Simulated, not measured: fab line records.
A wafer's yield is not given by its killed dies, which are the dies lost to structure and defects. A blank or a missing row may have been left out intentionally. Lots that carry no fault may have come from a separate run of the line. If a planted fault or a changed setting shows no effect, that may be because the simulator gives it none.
Comparing a struck lot with a sound one + flow n5Finfet + 15 steps out of a route of 1938
Sound: wafers L582.1, L582.3, L582.6. Wafers struck: L595.1, L595.5, L595.6. At the end, the cause is stated.
Order at every step that has rows: each side's tool, ch and its chambers, its first start. Under that, the readings that differ: sound wafers + struck wafers + difference of the means + sigmas: that difference in standard deviations of wafers without a fault.
alike: a reading whose means differ by less than 2 such deviations, as well as words and numbers matching on both sides. not compared: withheld readings; readings where some wafer has no value; bounds like >300 that might hide an equal value; numbers whose values overlap and for which the record gives no deviation.
A row with sigmas, a row that says differs or no value, or rows on one side alone: a step with any of these is where the two part. Numbers that have no deviation but don't overlap get no sigmas and don't part them. Lack of a reading on every wafer of one side parts them only where that side has two or more wafers.

N5_BEOL_M10_CD_MEAS_28: target cd 70 nm.
  sound on cdSem-02 ch 0, day 11 08:50; struck on cdSem-02 ch 0, day 15 01:38
  alike: cdNm
N5_BEOL_M10_OVL_MEAS_29:
  sound on overlay-02 ch 0, day 11 08:52; struck on overlay-01 ch 0, day 15 01:40
  alike: V9_OVL
N5_BEOL_M10_INSPECT_30: inspects for defects (brightfield).
  struck on defectInspect-02, day 15 01:41; sound on defectInspect-02, day 11 08:53
  alike: rawDefectCount
then, 1 step without rows for these wafers: N5_BEOL_M10_DESCUM_33 (chemistry O2, time 7.9 s).
N5_BEOL_M10_ETCH_65: etches SiARC in CF4, target depth 39 nm, time 65 s.
  sound on rieDiel-06 ch 1,2, day 11 10:47; struck on rieDiel-03 ch 2,3, day 15 02:05
  alike: drypumpMotorCurrentA, etchRfOnTimeS, oesProductAu, rfVppV, showerheadPlenumPTorr, throttleValvePct
  not compared: rfHoursCounterH
N5_BEOL_M10_ETCH_66: etches SOC in N2/H2, target depth 120 nm, overetch 24 nm, time 180 s.
  sound on rieDiel-06 ch 1,2, day 11 10:50; struck on rieDiel-03 ch 2,3, day 15 02:08
  alike: drypumpMotorCurrentA, oesProductAu, rfVppV, showerheadPlenumPTorr, throttleValvePct
  not compared: rfHoursCounterH
then, 3 steps without rows for these wafers: N5_BEOL_M10_STRIP_69 (strips in N2/H2); N5_BEOL_M10_VIA_ETCH_34 (etches SiCOH lowk in C4F6/O2, target depth 184.5 nm, time 69.2 s); N5_BEOL_M10_STRIP_73 (strips in C4F6/O2).
N5_BEOL_M10_STRIP_36: strips in N2/H2.
  sound on rieDiel-06 ch 1,2, day 11 11:02; struck on rieDiel-03 ch 2,3, day 15 02:20
  alike: chamberPressureMTorr, drypumpMotorCurrentA, oesProductAu, powerW, rfVppV, showerheadPlenumPTorr, throttleValvePct
  not compared: rfHoursCounterH
N5_BEOL_M10_TRENCH_ETCH_37: etches SiCOH lowk in C4F6/O2, target depth 148.83 nm, time 48 s.
  sound on rieDiel-06 ch 1,2; struck on rieDiel-03 ch 2,3
  alike: drypumpMotorCurrentA, oesProductAu, rfVppV, showerheadPlenumPTorr, throttleValvePct
  not compared: rfHoursCounterH
N5_BEOL_M10_ETCH_41: etches SiCN in CH3F/O2, target depth 42.6 nm, time 86 s.
  sound on rieDiel-06 ch 1,2; struck on rieDiel-03 ch 2,3
  alike: drypumpMotorCurrentA, oesProductAu, rfVppV, showerheadPlenumPTorr, throttleValvePct
  not compared: rfHoursCounterH
N5_BEOL_M10_STRIP_77: strips in N2/H2, time 10 s.
  sound on rieDiel-06 ch 1,2, day 11 11:10; struck on rieDiel-03 ch 2,3, day 15 02:28
| reading                      | sound                | struck               | difference | sigmas      |
|------------------------------|----------------------|----------------------|------------|-------------|
| chamberPressureMTorr (mTorr) | 20.007 20.013 20.009 | 14.007 14.012 14.010 | -6.000     | -99 or more |
  alike: drypumpMotorCurrentA, oesProductAu, rfVppV, showerheadPlenumPTorr, throttleValvePct
  not compared: rfHoursCounterH
N5_BEOL_M10_OCD_MEAS_38:
  struck on ocd-01, day 15 02:33; sound on ocd-02, day 11 11:15
  alike: trenchDepthNm
following that, these wafers have no rows for 1 step: N5_PASSIVATION_PROBE_49.

== WHERE THEY PART ==
At N5_BEOL_M10_STRIP_77 and nowhere else, as far as this record goes. Later steps at which nothing parts them and some readings are alike: N5_BEOL_M10_OCD_MEAS_38.

WHY: what had been put in by the simulator
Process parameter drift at N5_BEOL_M10_STRIP_77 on rieDiel-03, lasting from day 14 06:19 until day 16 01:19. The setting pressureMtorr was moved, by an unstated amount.
